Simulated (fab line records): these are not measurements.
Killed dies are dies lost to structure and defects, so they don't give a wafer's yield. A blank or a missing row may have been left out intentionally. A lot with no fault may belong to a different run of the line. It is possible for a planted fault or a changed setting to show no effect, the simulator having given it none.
Which of the tools did it?    flow nandHarc    15 lots with 45 wafers sampled at 4 steps, on a route of 1159 steps

WHAT THE GAUGES SHOWED, per wafer
The record lacks any reading of a measuring or inspecting step that a usual standard deviation could be used to judge.

EACH LOT AND THE TOOL THAT RAN IT (in order: tool; ch and the chambers of the sampled wafers; start)
lot   NHARC_P_GATE_HM_OPEN_105                      NHARC_P_GATE_STRIP_75                NHARC_P_GATE_RTA_64              NHARC_P_CONTACT_DEP_00
L626  rieDiel-01 ch 1,2,3, day 5 15:32 or earlier   plasmaAsher-01 ch 0,1, day 5 15:32   rtpAnneal-02 ch 0, day 5 20:19   pecvd-04 ch 1,2, day 5 22:04
L630  rieDiel-02 ch 1,3, day 6 04:54 or earlier     plasmaAsher-02 ch 0,1, day 6 04:54   rtpAnneal-02 ch 0, day 6 09:25   pecvd-04 ch 0,1, no start
L631  rieDiel-02 ch 1,2,3, day 6 05:28 or earlier   plasmaAsher-02 ch 0,1, day 6 05:28   rtpAnneal-01 ch 0, day 6 09:59   pecvd-03 ch 0,2, no start
L634  rieDiel-02 ch 1,2, day 7 00:50 or earlier     plasmaAsher-01 ch 1, day 7 00:50     rtpAnneal-01 ch 0, day 7 05:11   pecvd-04 ch 0,1,2, no start
L633  rieDiel-01 ch 1,2,3, day 6 23:56 or earlier   plasmaAsher-01 ch 0,1, day 6 23:56   rtpAnneal-01 ch 0, day 7 04:24   pecvd-03 ch 1,2, no start
L636  rieDiel-12 ch 0,2,3, day 7 14:31 or earlier   plasmaAsher-01 ch 0,1, day 7 14:31   rtpAnneal-01, day 7 19:44        -
L635  rieDiel-02 ch 0,2,3, day 7 14:27 or earlier   plasmaAsher-02 ch 0,1, day 7 14:27   rtpAnneal-01, day 7 18:45        -
L640  rieDiel-02 ch 0,1,2, day 8 11:47 or earlier   plasmaAsher-02 ch 0,1, day 8 11:47   rtpAnneal-01, day 8 16:16        -
L637  rieDiel-02 ch 0,2,3, day 8 12:16 or earlier   plasmaAsher-01 ch 0,1, day 8 12:16   rtpAnneal-01 ch 0, day 8 16:51   pecvd-04 ch 1,2, no start
L641  rieDiel-02 ch 1,2,3, day 9 02:37 or earlier   plasmaAsher-02 ch 1, day 9 02:37     rtpAnneal-01 ch 0, day 9 07:06   pecvd-03 ch 1,2, day 9 08:57
L643  rieDiel-01 ch 1,2, day 9 19:23 or earlier     plasmaAsher-01 ch 0,1, day 9 19:23   rtpAnneal-01 ch 0, day 9 23:49   pecvd-01 ch 0,1,2, no start
L645  rieDiel-02 ch 2,3, day 9 19:52 or earlier     plasmaAsher-02 ch 0,1, day 9 19:52   rtpAnneal-02 ch 0, day 10 00:20  pecvd-03 ch 0,1, no start
L646  rieDiel-02 ch 0,2,3, day 10 06:19 or earlier  plasmaAsher-01 ch 0,1, day 10 06:19  rtpAnneal-02 ch 0, day 10 10:58  pecvd-03 ch 0,1,2, no start
L648  rieDiel-01 ch 0,2,3, day 10 13:29 or earlier  plasmaAsher-02 ch 0,1, day 10 13:29  rtpAnneal-01 ch 0, day 10 17:59  pecvd-04 ch 0,1,2, no start
L649  rieDiel-12 ch 0,1,3, day 10 19:26 or earlier  plasmaAsher-02 ch 0,1, day 10 19:26  rtpAnneal-02 ch 0, day 11 00:04  pecvd-01 ch 0,1, no start
- NHARC_P_GATE_HM_OPEN_105: chemistry O2/COS, target depth 360 nm.
- NHARC_P_GATE_STRIP_75: strips in O2.
- NHARC_P_GATE_RTA_64: time 1 s.
- NHARC_P_CONTACT_DEP_00: deposits SiO2, target thk 500 nm.

AS READ BY THE TOOLS THEMSELVES (means over the sampled wafers that have a number; for cases with no such wafer, the mark the record gives instead)
NHARC_P_GATE_HM_OPEN_105.
lot   tool        cosFlowSccm (sccm)  drypumpMotorCurrentA (A)  oesProductAu (a.u.)  rfVppV (V)  showerheadPlenumPTorr (Torr)  throttleValvePct (%)
L626  rieDiel-01  20.01               5.79                      0.994                466.3       3.06                          28.333
L630  rieDiel-02  20.01               6.09                      1.001                466.7       3.12                          28.334
L631  rieDiel-02  20.02               6.11                      1.001                466.6       3.13                          28.327
L634  rieDiel-02  20.01               6.16                      0.999                468.8       3.22                          28.333
L633  rieDiel-01  20.02               5.80                      0.998                465.7       3.05                          28.329
L636  rieDiel-12  19.98               5.96                      1.008                468.5       3.19                          28.330
L635  rieDiel-02  19.97               6.02                      0.999                465.7       3.05                          28.326
L640  rieDiel-02  19.99               6.12                      1.000                467.8       3.14                          28.333
L637  rieDiel-02  20.02               6.04                      0.993                465.6       3.05                          28.318
L641  rieDiel-02  19.97               6.09                      1.005                467.6       3.12                          28.329
L643  rieDiel-01  20.04               5.84                      1.001                466.4       3.06                          28.333
L645  rieDiel-02  19.99               6.08                      0.990                464.5       3.04                          28.331
L646  rieDiel-02  19.99               6.04                      0.992                465.6       3.05                          28.320
L648  rieDiel-01  19.98               5.67                      1.004                466.3       3.09                          28.336
L649  rieDiel-12  20.04               6.07                      1.003                467.1       3.13                          28.320

NHARC_P_GATE_STRIP_75.
lot   tool            drypumpMotorCurrentA (A)  heaterPowerW (W)
L626  plasmaAsher-01  5.2                       402
L630  plasmaAsher-02  6.2                       321
L631  plasmaAsher-02  6.1                       320
L634  plasmaAsher-01  5.0                       427
L633  plasmaAsher-01  5.4                       361
L636  plasmaAsher-01  5.4                       361
L635  plasmaAsher-02  6.1                       314
L640  plasmaAsher-02  6.2                       323
L637  plasmaAsher-01  5.4                       364
L641  plasmaAsher-02  6.2                       338
L643  plasmaAsher-01  5.4                       364
L645  plasmaAsher-02  6.2                       330
L646  plasmaAsher-01  5.2                       399
L648  plasmaAsher-02  6.2                       328
L649  plasmaAsher-02  6.1                       325

NHARC_P_GATE_RTA_64.
lot   tool          annealTempCMax  lampPowerPct (%)  wafer_temp_C_max
L626  rtpAnneal-02  1053.9          32.7              1054.8
L630  rtpAnneal-02  1053.9          32.7              1054.2
L631  rtpAnneal-01  1059.2          31.5              1055.1
L634  rtpAnneal-01  1059.1          31.5              1054.5
L633  rtpAnneal-01  1058.1          31.5              1053.9
L636  rtpAnneal-01  -               -                 -
L635  rtpAnneal-01  -               -                 -
L640  rtpAnneal-01  -               -                 -
L637  rtpAnneal-01  1058.1          31.5              1053.9
L641  rtpAnneal-01  1060.3          31.4              1054.4
L643  rtpAnneal-01  1058.4          31.5              1054.2
L645  rtpAnneal-02  1053.9          32.6              1054.9
L646  rtpAnneal-02  1052.9          32.7              1054.2
L648  rtpAnneal-01  1059.5          31.6              1054.4
L649  rtpAnneal-02  1054.7          32.7              1054.9

NHARC_P_CONTACT_DEP_00.
lot   tool      chamberPressureTorr (Torr)  heaterPowerW (W)  throttleValvePct (%)
L626  pecvd-04  6.503                       615               16.6
L630  pecvd-04  6.520                       529               16.6
L631  pecvd-03  6.493                       572               16.1
L634  pecvd-04  6.507                       570               16.6
L633  pecvd-03  6.493                       496               16.0
L637  pecvd-04  6.498                       616               16.6
L641  pecvd-03  6.501                       458               16.1
L643  pecvd-01  6.507                       534               16.3
L645  pecvd-03  6.492                       464               16.6
L646  pecvd-03  6.490                       478               16.4
L648  pecvd-04  6.516                       573               15.9
L649  pecvd-01  6.499                       529               16.1

THE ANSWER, worked out from the rows above alone
Rule: usual is defined by the lots themselves. Put in order of their means at a reading, lots are off if they are a third of the lots or fewer, leave a main group of 4 or more, and stand apart from it by a gap of 3 or more times the standard deviation of the main group's means; of several such gaps the widest counts. The tables above print the reading to a certain number of digits; a main group whose means all agree to those digits is not used. Also off: a lot with no number at a reading for which 4 or more lots have one. All remaining lots with rows at the step are treated as sound. First the gauges in route order, then the tools' own readings, where a lot's mean is used as printed above. The first step at which some lot is off is used, and at that step the reading that is off furthest; a lot without a number counts as furthest.
Off, at NHARC_P_GATE_RTA_64 on annealTempCMax: L636, L635, L640. Without a number there: L636, L635, L640. The main group has a mean of 1056.8 with a standard deviation of 2.6.
If a tool, at that step or one of the process steps before it, ran each lot that is off and ran no sound lot following the first of them, it fits. NHARC_P_GATE_HM_OPEN_105 gives no start for some lots, so the hours and the order of its lots are those of NHARC_P_GATE_STRIP_75. Of those tried, none fits.

WHAT THE SIMULATOR HAD INSERTED
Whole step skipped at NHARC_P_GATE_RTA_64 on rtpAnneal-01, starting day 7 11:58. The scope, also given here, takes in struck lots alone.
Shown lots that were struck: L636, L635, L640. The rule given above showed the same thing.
